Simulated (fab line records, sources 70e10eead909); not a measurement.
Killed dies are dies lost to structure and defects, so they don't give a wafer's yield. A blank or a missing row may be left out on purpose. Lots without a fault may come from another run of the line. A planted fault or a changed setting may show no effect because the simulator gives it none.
fab line records | flow nand_harc
record lots=14 wafers=42 last_day=33
route steps=1302 shown P_GATE@189 P_CONTACT@231 END@1302
lots that met no fault: from a run of the same line without faults
start_h: hours from the record's first day to the start of the lot's first wafer shown | wait_h: hours since the lot's step before | " the same as in the row above | L1.1+2: a row that stands for several wafers | - no value, or no start given | * or withheld: withheld | < > ~ a bound
route shown NAME@n: a module of which the file shows steps, and the number in the route of the first | usual: mean/standard deviation of fault-free wafers | same: alike in all rows | chamber/n: place in a boat | sites: the reading at each site | _std_site: their standard deviation | _edge_site: outer sites' mean less inner sites' | radius_mm: how far each site lies from the wafer's centre | mask NAME#n: copy n | behind: the tool/chamber that last shaped the wafer | hold: why the lot was held/for how many hours/how that ended | device: the transistor (n, p or np) that didn't switch | end of line: the same wafers' tests at the end of the route | a step without rows: its recipe alone | killed: dies lost to structure and defects at the first sort, not the wafer's yield | map: a wafer's dies, x killed, . not, _ none there
set.NAME: the setting as run; set.NAME@STEP: as run at that earlier step | model.NAME: the simulator's own value behind a step, which no gauge read
steps of the route over a sample of lots; a table a step, a row a wafer
services: from which hour (start_h, from the record's first day; less than 0 if before it) a tool's chamber was out of use, for how many hours, and why
## steps
# step NHARC_P_GATE_STRIP_112
# recipe power_w=1500 temp_c=110 time_s=200 chemistry=N2/H2
# usual drypump_motor_current_A=5.8/0.6 heater_power_w=85/8.3
# columns lot.wafer tool chamber start_h wait_h drypump_motor_current_A heater_power_w rf_hours_counter_h
L370.1 plasma_asher-01 1 112.12 0.2 6.1 93 21
L370.4 " 1 " " 6.2 92 -
L370.3 " 0 " " 6.2 87 -
L372.2 plasma_asher-01 1 139.93 0.2 6.1 91 28
L372.4 " 0 " " 6.3 90 -
L372.5 " 0 " " 6.3 87 -
L373.1 plasma_asher-02 1 142.55 0.2 5.6 74 5
L373.2 " 0 " " 4.7 73 5
L373.3 " 1 " " 5.6 72 -
L375.1 plasma_asher-01 0 163.07 0.2 6.3 88 33
L375.4 " 1 " " 6.2 93 -
L375.6 " 0 " " 6.3 90 -
L376.1 plasma_asher-02 1 173.92 0.2 5.6 72 13
L376.4 " 0 " " 4.7 76 -
L376.5 " 1 " " 5.6 76 -
L377.3 plasma_asher-01 0 179.11 0.2 6.3 91 -
L377.4 " 1 " " 6.2 93 -
L377.5 " 1 " " 6.2 91 -
L378.4 plasma_asher-01 1 190.53 0.2 6.1 95 -
L378.5 " 0 " " 6.3 91 -
L378.6 " 1 " " 6.2 93 -
L379.3 plasma_asher-01 0 203.75 0.2 6.3 92 -
L379.6 " 0 " " 6.3 94 -
L379.5 " 1 " " 6.2 94 -
L380.4 plasma_asher-01 1 208.21 0.2 6.1 90 -
L380.3 " 0 " " 6.3 91 -
L380.6 " 1 " " 6.1 94 -
L385.1 plasma_asher-02 1 260.38 0.2 5.6 76 26
L385.2 " 0 " " 4.7 72 26
L385.6 " 0 " " 4.7 74 -
L386.2 plasma_asher-01 0 282.10 0.2 6.3 92 22
L386.4 " 1 " " 6.1 91 -
L386.5 " 1 " " 6.2 93 -
L391.2 plasma_asher-01 1 332.96 0.2 6.1 92 34
L391.4 " 0 " " 6.3 91 -
L391.6 " 1 " " 6.2 96 -
L392.1 plasma_asher-02 0 337.91 0.2 4.7 75 7
L392.3 " 0 " " 4.7 75 -
L392.6 " 1 " " 5.6 77 -
L393.1 plasma_asher-02 0 351.28 0.2 4.7 74 11
L393.4 " 1 " " 5.6 75 -
L393.5 " 1 " " 5.6 74 -
# step NHARC_P_GATE_STRIP_76
# recipe power_w=1500 temp_c=250 chemistry=O2
# usual drypump_motor_current_A=5.8/0.6 heater_power_w=319/31
# columns lot.wafer tool chamber start_h wait_h drypump_motor_current_A heater_power_w rf_hours_counter_h
L370.1 plasma_asher-01 1 112.39 0.2 6.1 338 22
L370.4 " 1 " " 6.1 351 -
L370.3 " 0 " " 6.3 337 -
L372.2 plasma_asher-01 1 140.19 0.2 6.1 338 28
L372.4 " 0 " " 6.3 332 -
L372.5 " 0 " " 6.3 332 -
L373.1 plasma_asher-02 1 142.82 0.2 5.6 281 5
L373.2 " 0 " " 4.7 281 5
L373.3 " 1 " " 5.6 273 -
L375.1 plasma_asher-01 0 163.34 0.2 6.3 333 33
L375.4 " 1 " " 6.1 341 -
L375.6 " 0 " " 6.3 335 -
L376.1 plasma_asher-02 1 174.15 0.2 5.6 281 13
L376.4 " 0 " " 4.7 277 -
L376.5 " 1 " " 5.6 278 -
L377.3 plasma_asher-01 0 179.30 0.2 6.3 341 -
L377.4 " 1 " " 6.2 350 -
L377.5 " 1 " " 6.1 341 -
L378.4 plasma_asher-01 1 190.69 0.1 6.1 344 -
L378.5 " 0 " " 6.2 334 -
L378.6 " 1 " " 6.2 347 -
L379.3 plasma_asher-01 0 203.95 0.2 6.3 334 -
L379.6 " 0 " " 6.3 345 -
L379.5 " 1 " " 6.1 352 -
L380.4 plasma_asher-01 1 208.41 0.2 6.2 358 -
L380.3 " 0 " " 6.3 341 -
L380.6 " 1 " " 6.2 342 -
L385.1 plasma_asher-02 1 260.64 0.2 5.6 274 26
L385.2 " 0 " " 4.7 285 26
L385.6 " 0 " " 4.7 281 -
L386.2 plasma_asher-01 0 282.36 0.2 6.2 340 22
L386.4 " 1 " " 6.2 354 -
L386.5 " 1 " " 6.1 339 -
L391.2 plasma_asher-01 1 333.23 0.2 6.1 347 34
L391.4 " 0 " " 6.3 341 -
L391.6 " 1 " " 6.1 349 -
L392.1 plasma_asher-02 0 338.18 0.2 4.7 284 8
L392.3 " 0 " " 4.7 284 -
L392.6 " 1 " " 5.6 281 -
L393.1 plasma_asher-02 0 351.54 0.2 4.7 283 11
L393.4 " 1 " " 5.6 285 -
L393.5 " 1 " " 5.6 287 -
# step NHARC_P_CONTACT_DEVELOP_11
# recipe develop_time_s=35 dev_temp_c=23
# usual developer_temp_C=22.99/0.12
# columns lot.wafer tool chamber start_h wait_h developer_temp_C
L370.1 litho_track-06 0 117 - 22.99
L370.3 " 0 " " 22.87
L370.4 " 0 " " 22.89
L372.2 litho_track-04 0 145 - 22.80
L372.4 " 0 " " 23.00
L372.5 " 0 " " 22.83
L373.1 litho_track-01 0 148 - 22.97
L373.2 " 0 " " 23.06
L373.3 " 0 " " 23.03
L375.1 litho_track-04 0 169 - 22.92
L375.4 " 0 " " 23.04
L375.6 " 0 " " 22.87
L376.1 litho_track-04 0 179 - 23.02
L376.4 " 0 " " 23.07
L376.5 " 0 " " 22.94
L377.3 litho_track-04 0 184 - 22.66
L377.4 " 0 " " 22.80
L377.5 " 0 " " 22.74
L378.4 litho_track-01 0 195 - 22.92
L378.5 " 0 " " 22.91
L378.6 " 0 " " 22.91
L379.3 litho_track-01 0 209 - 22.98
L379.5 " 0 " " 22.92
L379.6 " 0 " " 23.04
L380.3 litho_track-01 0 213 - 22.80
L380.4 " 0 " " 22.86
L380.6 " 0 " " 22.94
L385.1 litho_track-04 0 266 - 24.01
L385.2 " 0 " " 23.92
L385.6 " 0 " " 24.01
L386.2 litho_track-04 0 288 - 23.83
L386.4 " 0 " " 23.78
L386.5 " 0 " " 23.87
L391.2 litho_track-01 0 338 - 23.04
L391.4 " 0 " " 23.14
L391.6 " 0 " " 23.21
L392.1 litho_track-01 0 343 - 22.86
L392.3 " 0 " " 22.98
L392.6 " 0 " " 23.09
L393.1 litho_track-01 0 357 - 23.03
L393.4 " 0 " " 23.04
L393.5 " 0 " " 23.01
# step NHARC_P_CONTACT_CVD_23
# recipe target_thk_a=2000 temp_c=300 pressure_torr=40 wf6_flow_sccm=40 h2_flow_sccm=1600 ar_flow_sccm=1560 time_s=557 material=W
# usual heater_power_w=477/27 throttle_valve_pct=8.3/0.37
# columns lot.wafer tool chamber start_h wait_h heater_power_w throttle_valve_pct
L370.1 cvd_w-02 1 - - 504 8.5
L370.3 " 0 " " 439 8.4
L370.4 " 1 " " 493 8.9
L372.2 cvd_w-02 1 - - 488 8.6
L372.4 " 0 " " 437 8.4
L372.5 " 1 " " 496 8.3
L373.1 cvd_w-02 1 - - 503 8.7
L373.2 " 0 " " 440 8.4
L373.3 " 0 " " 430 8.4
L375.1 cvd_w-02 0 - - 423 8.4
L375.4 " 0 " " 435 8.5
L375.6 " 0 " " 433 8.3
L376.1 cvd_w-01 1 - - 483 7.7
L376.4 " 1 " " 472 8.2
L376.5 " 1 " " 489 8.1
L377.3 cvd_w-02 0 - - 447 8.4
L377.4 " 1 " " 490 8.7
L377.5 " 1 " " 500 8.5
L378.4 cvd_w-01 1 - - 508 8.0
L378.6 " 0 " " 475 7.8
L378.5 " 1 " " 503 7.8
L379.3 cvd_w-02 0 - - 443 8.5
L379.6 " 0 " " 434 8.5
L379.5 " 1 " " 486 8.6
L380.4 cvd_w-02 1 - - 490 8.7
L380.3 " 0 " " 449 8.5
L380.6 " 0 " " 439 8.5
L385.2 cvd_w-01 0 - - 471 7.7
L385.1 " 1 " " 507 7.9
L385.6 " 1 " " 516 7.7
L386.2 cvd_w-01 0 - - 478 7.8
L386.4 " 0 " " 478 7.9
L386.5 " 1 " " 508 8.2
L391.2 cvd_w-01 1 - - 515 7.8
L391.4 " 1 " " 513 7.8
L391.6 " 1 " " 507 7.9
L392.1 cvd_w-02 1 - - 469 8.5
L392.3 " 1 " " 485 8.8
L392.6 " 0 " " 438 8.8
L393.1 cvd_w-02 0 - - 454 8.7
L393.4 " 0 " " 441 8.5
L393.5 " 1 " " 485 8.4
# step NHARC_END_SORT_01
# recipe temp_c=25
# usual killed_at_array=54/17 killed_at_other=1.0/1.4 killed_at_periphery=3.6/2.1 killed_dies=58/17 killed_open=3.2/2 killed_short=2.5/1.5
# same gross_dies=677
# columns lot.wafer tool chamber start_h wait_h killed_at_array killed_at_other killed_at_periphery killed_dies killed_open killed_short
L378.4 prober-01 0 640.65 3.4 52 0 3 55 3 4
L378.5 prober-01 0 641.45 3.7 54 0 3 57 4 4
L378.6 prober-01 0 642.25 4.0 40 0 3 43 3 2
L385.1 prober-01 0 710.90 2.5 77 1 5 83 4 2
L385.2 prober-01 0 711.71 2.8 51 0 6 57 5 3
L385.6 prober-01 0 714.91 4.0 61 0 6 67 2 3
L386.2 prober-01 0 723.03 2.8 32 0 10 42 3 2
L386.4 prober-01 0 724.65 3.5 48 1 6 55 2 6
# killed by level:class
L378.4 A_SLIT:chamber_film_flake=28 A_CHANNEL_HOLE_D2:chamber_film_flake=11 A_CHANNEL_HOLE_D1:chamber_film_flake=3 A_CONTACT:chamber_film_flake=3 A_ONON_D2:geometric_particle:short=2 A_STAIRCASE:chamber_film_flake=2 P_CONTACT:geometric_particle:open=1 P_M0:geometric_particle:short=1
L378.5 A_SLIT:chamber_film_flake=31 A_CHANNEL_HOLE_D2:chamber_film_flake=8 A_CHANNEL_HOLE_D1:chamber_film_flake=7 A_DECK1_JOINT:geometric_particle:open=2 A_WL_FILL:geometric_particle:short=2 A_ZERO_WELL:chamber_film_flake=2 P_GATE:geometric_particle:open=1 P_CONTACT:geometric_particle:open=1
L378.6 A_SLIT:chamber_film_flake=29 A_CHANNEL_HOLE_D2:chamber_film_flake=4 A_CONTACT:chamber_film_flake=3 A_M0:geometric_particle:open=2 P_M0:geometric_particle:open=1 P_M1:geometric_particle:short=1 A_ONON_D1:geometric_particle:short=1 P_M2:chamber_film_flake=1
L385.1 A_CHANNEL_HOLE_D1:chamber_film_flake=32 A_CHANNEL_HOLE_D2:chamber_film_flake=25 A_STAIRCASE:chamber_film_flake=5 A_SLIT:chamber_film_flake=4 A_CONTACT:chamber_film_flake=3 P_BONDPAD:chamber_film_flake=2 A_ZERO_WELL:chamber_film_flake=2 A_WL_FILL:chamber_film_flake=2
L385.2 A_CHANNEL_HOLE_D2:chamber_film_flake=21 A_CHANNEL_HOLE_D1:chamber_film_flake=11 A_STAIRCASE:chamber_film_flake=9 A_CONTACT:chamber_film_flake=3 P_GATE:chamber_film_flake=2 P_M0:geometric_particle:open=1 P_M0:geometric_particle:short=1 A_CHANNEL_HOLE_D1:geometric_particle:open=1
L385.6 A_CHANNEL_HOLE_D1:chamber_film_flake=27 A_CHANNEL_HOLE_D2:chamber_film_flake=13 A_STAIRCASE:chamber_film_flake=10 P_GATE:chamber_film_flake=2 P_BONDPAD:chamber_film_flake=2 A_ZERO_WELL:chamber_film_flake=2 A_SLIT:chamber_film_flake=2 P_GATE:geometric_particle:open=1
L386.2 A_CHANNEL_HOLE_D1:chamber_film_flake=13 A_SLIT:chamber_film_flake=7 P_M1:chamber_film_flake=5 A_CONTACT:chamber_film_flake=4 P_GATE:chamber_film_flake=2 A_STAIRCASE:chamber_film_flake=2 P_M0:geometric_particle:short=1 P_M1:geometric_particle:open=1
L386.4 A_CHANNEL_HOLE_D1:chamber_film_flake=32 P_M1:chamber_film_flake=4 A_WL_FILL:geometric_particle:short=3 A_BLC:chamber_film_flake=3 P_GATE:chamber_film_flake=2 A_CONTACT:chamber_film_flake=2 A_ONON_D1:geometric_particle:short=1 A_CHANNEL_HOLE_D1:geometric_particle:short=1
## services
# columns tool chamber start_h hours kind
cvd_w-02 0 101.00 - clean
cvd_w-02 1 101.00 - clean
plasma_asher-02 - 113.25 9.0 pm
plasma_asher-02 0 113.25 9.4 vent_cycle
plasma_asher-02 1 113.25 9.4 vent_cycle
litho_track-01 - 155.00 7.0 pm
plasma_asher-01 - 165.00 9.0 pm
plasma_asher-01 0 165.00 9.0 vent_cycle
plasma_asher-01 1 165.00 9.0 vent_cycle
cvd_w-01 0 168.25 10.1 repair
plasma_asher-01 0 174.00 - clean
plasma_asher-01 1 174.00 - clean
litho_track-06 - 179.00 7.0 pm
cvd_w-01 - 185.00 13.0 pm
litho_track-04 - 203.00 7.0 pm
cvd_w-02 - 269.00 13.0 pm
plasma_asher-02 - 287.80 4.5 repair
plasma_asher-02 0 301.29 - clean
plasma_asher-02 1 301.29 - clean
litho_track-01 - 330.00 7.0 pm
plasma_asher-01 - 342.00 9.0 pm
plasma_asher-01 0 342.00 10.3 vent_cycle
plasma_asher-01 1 342.00 10.3 vent_cycle
litho_track-06 - 354.00 7.0 pm
## key
first_sign step=NHARC_P_CONTACT_DEVELOP_11 reading=developer_temp_C direction=up sigmas=7.9 usual=* struck=*
effect none on later readings
met_at NHARC_P_CONTACT_DEVELOP_11
struck_lots L385,L386
tester_left_out L385,L386
not_acting_at NHARC_P_GATE_STRIP_112,NHARC_P_GATE_STRIP_76,NHARC_P_CONTACT_CVD_23
onset_between 184 266
fault kind=process_parameter_drift tool=litho_track-04 chamber=- onset_h=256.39 steps=NHARC_P_CONTACT_DEVELOP_11 channel=dev_temp_c offset=* shape=step end_h=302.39 acts_in=* stated=*
# tester_left_out: of these lots the tester's yield and bins aren't shown, on N5 and GAA mostly nor the transistor test; their killed dies are dies lost to structure and defects alone, not to doping, threshold or leakage, so they don't give the yield
